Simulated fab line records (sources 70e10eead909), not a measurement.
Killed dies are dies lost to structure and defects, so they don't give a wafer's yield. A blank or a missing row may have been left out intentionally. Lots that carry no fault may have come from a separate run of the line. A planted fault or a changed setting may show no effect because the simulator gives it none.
Chamber matching / flow nandHarc / NHARC_A_WL_FILL_ETCHBACK_26 on rieSi-03: 4 sister chambers
The step etches the open film in HBr, target depth 52 nm, time 13.3 s. 20 wafers are shown with their chamber, then 10 later ones without.

## EACH WAFER AND ITS CHAMBER
wafer=L074.1; chamber=3; drypumpMotorCurrentA (A)=5.3; chamberPressureMTorr (mTorr)=15.010; oesProductAu (a.u.)=0.993
wafer=L074.3; chamber=0; drypumpMotorCurrentA (A)=6.6; chamberPressureMTorr (mTorr)=15.015; oesProductAu (a.u.)=0.993
wafer=L074.6; chamber=3; drypumpMotorCurrentA (A)=5.3; chamberPressureMTorr (mTorr)=14.994; oesProductAu (a.u.)=1.001
wafer=L078.2; chamber=3; drypumpMotorCurrentA (A)=5.3; chamberPressureMTorr (mTorr)=15.000; oesProductAu (a.u.)=0.995
wafer=L078.3; chamber=2; drypumpMotorCurrentA (A)=5.7; chamberPressureMTorr (mTorr)=15.016; oesProductAu (a.u.)=0.999
wafer=L078.5; chamber=2; drypumpMotorCurrentA (A)=5.7; chamberPressureMTorr (mTorr)=15.011; oesProductAu (a.u.)=0.999
wafer=L077.1; chamber=0; drypumpMotorCurrentA (A)=6.6; chamberPressureMTorr (mTorr)=14.994; oesProductAu (a.u.)=0.993
wafer=L077.4; chamber=1; drypumpMotorCurrentA (A)=6.1; chamberPressureMTorr (mTorr)=15.013; oesProductAu (a.u.)=1.003
wafer=L077.5; chamber=3; drypumpMotorCurrentA (A)=5.3; chamberPressureMTorr (mTorr)=14.995; oesProductAu (a.u.)=1.001
wafer=L076.1; chamber=3; drypumpMotorCurrentA (A)=5.3; chamberPressureMTorr (mTorr)=14.994; oesProductAu (a.u.)=1.006
wafer=L076.2; chamber=0; drypumpMotorCurrentA (A)=6.6; chamberPressureMTorr (mTorr)=14.991; oesProductAu (a.u.)=1.001
wafer=L076.3; chamber=1; drypumpMotorCurrentA (A)=6.2; chamberPressureMTorr (mTorr)=14.999; oesProductAu (a.u.)=0.995
wafer=L085.2; chamber=0; drypumpMotorCurrentA (A)=6.6; chamberPressureMTorr (mTorr)=15.018; oesProductAu (a.u.)=1.005
wafer=L085.5; chamber=0; drypumpMotorCurrentA (A)=6.6; chamberPressureMTorr (mTorr)=15.001; oesProductAu (a.u.)=0.994
wafer=L085.6; chamber=1; drypumpMotorCurrentA (A)=6.2; chamberPressureMTorr (mTorr)=14.980; oesProductAu (a.u.)=1.012
wafer=L088.3; chamber=1; drypumpMotorCurrentA (A)=6.2; chamberPressureMTorr (mTorr)=15.021; oesProductAu (a.u.)=0.993
wafer=L088.4; chamber=0; drypumpMotorCurrentA (A)=6.6; chamberPressureMTorr (mTorr)=15.009; oesProductAu (a.u.)=0.985
wafer=L088.6; chamber=3; drypumpMotorCurrentA (A)=5.2; chamberPressureMTorr (mTorr)=15.005; oesProductAu (a.u.)=0.993
wafer=L091.1; chamber=1; drypumpMotorCurrentA (A)=6.2; chamberPressureMTorr (mTorr)=15.005; oesProductAu (a.u.)=1.011
wafer=L091.3; chamber=0; drypumpMotorCurrentA (A)=6.6; chamberPressureMTorr (mTorr)=14.998; oesProductAu (a.u.)=0.997

SIGNATURES (averages over the wafers above)
reading=drypumpMotorCurrentA; chamber 0=6.600; chamber 1=6.180; chamber 2=5.700; chamber 3=5.283; scatter within a chamber=0.032
reading=chamberPressureMTorr; chamber 0=15.00371; chamber 1=15.00360; chamber 2=15.01350; chamber 3=14.99967; scatter within a chamber=0.0108
reading=oesProductAu; chamber 0=0.99543; chamber 1=1.00280; chamber 2=0.99900; chamber 3=0.99817; scatter within a chamber=0.0066
Rule: a wafer's distance from a chamber is the root of the sum, over the readings, of the square of ((its reading less the chamber's mean) divided by the reading's scatter). If the next closest chamber is less than 2 further off than the closest, the wafer can't be placed; otherwise it belongs to the closest. How the scatter is found: for the shown wafers, subtract from each reading the mean of its chamber, square and add these, divide the total by (wafers less chambers), then take the root.

## WAFERS MISSING THEIR CHAMBER
wafer=L091.4; drypumpMotorCurrentA (A)=5.7; chamberPressureMTorr (mTorr)=14.992; oesProductAu (a.u.)=0.998
wafer=L092.2; drypumpMotorCurrentA (A)=5.3; chamberPressureMTorr (mTorr)=14.988; oesProductAu (a.u.)=0.997
wafer=L092.4; drypumpMotorCurrentA (A)=5.7; chamberPressureMTorr (mTorr)=15.001; oesProductAu (a.u.)=1.002
wafer=L092.6; drypumpMotorCurrentA (A)=5.2; chamberPressureMTorr (mTorr)=15.012; oesProductAu (a.u.)=1.002
wafer=L093.1; drypumpMotorCurrentA (A)=5.7; chamberPressureMTorr (mTorr)=14.988; oesProductAu (a.u.)=0.999
wafer=L093.5; drypumpMotorCurrentA (A)=6.6; chamberPressureMTorr (mTorr)=15.000; oesProductAu (a.u.)=0.984
wafer=L093.6; drypumpMotorCurrentA (A)=5.3; chamberPressureMTorr (mTorr)=15.011; oesProductAu (a.u.)=1.003
wafer=L097.1; drypumpMotorCurrentA (A)=6.2; chamberPressureMTorr (mTorr)=15.005; oesProductAu (a.u.)=0.991
wafer=L097.2; drypumpMotorCurrentA (A)=5.7; chamberPressureMTorr (mTorr)=15.019; oesProductAu (a.u.)=0.997
wafer=L097.6; drypumpMotorCurrentA (A)=6.6; chamberPressureMTorr (mTorr)=14.972; oesProductAu (a.u.)=0.990

## EACH ONE'S CHAMBER
wafer=L091.4; from the rows above=2; in truth=2
wafer=L092.2; from the rows above=3; in truth=3
wafer=L092.4; from the rows above=2; in truth=2
wafer=L092.6; from the rows above=3; in truth=3
wafer=L093.1; from the rows above=2; in truth=2
wafer=L093.5; from the rows above=0; in truth=0
wafer=L093.6; from the rows above=3; in truth=3
wafer=L097.1; from the rows above=1; in truth=1
wafer=L097.2; from the rows above=2; in truth=2
wafer=L097.6; from the rows above=0; in truth=0
Placed correctly: 10 of 10. Not placeable from these rows: 0. 0 placed wrongly.
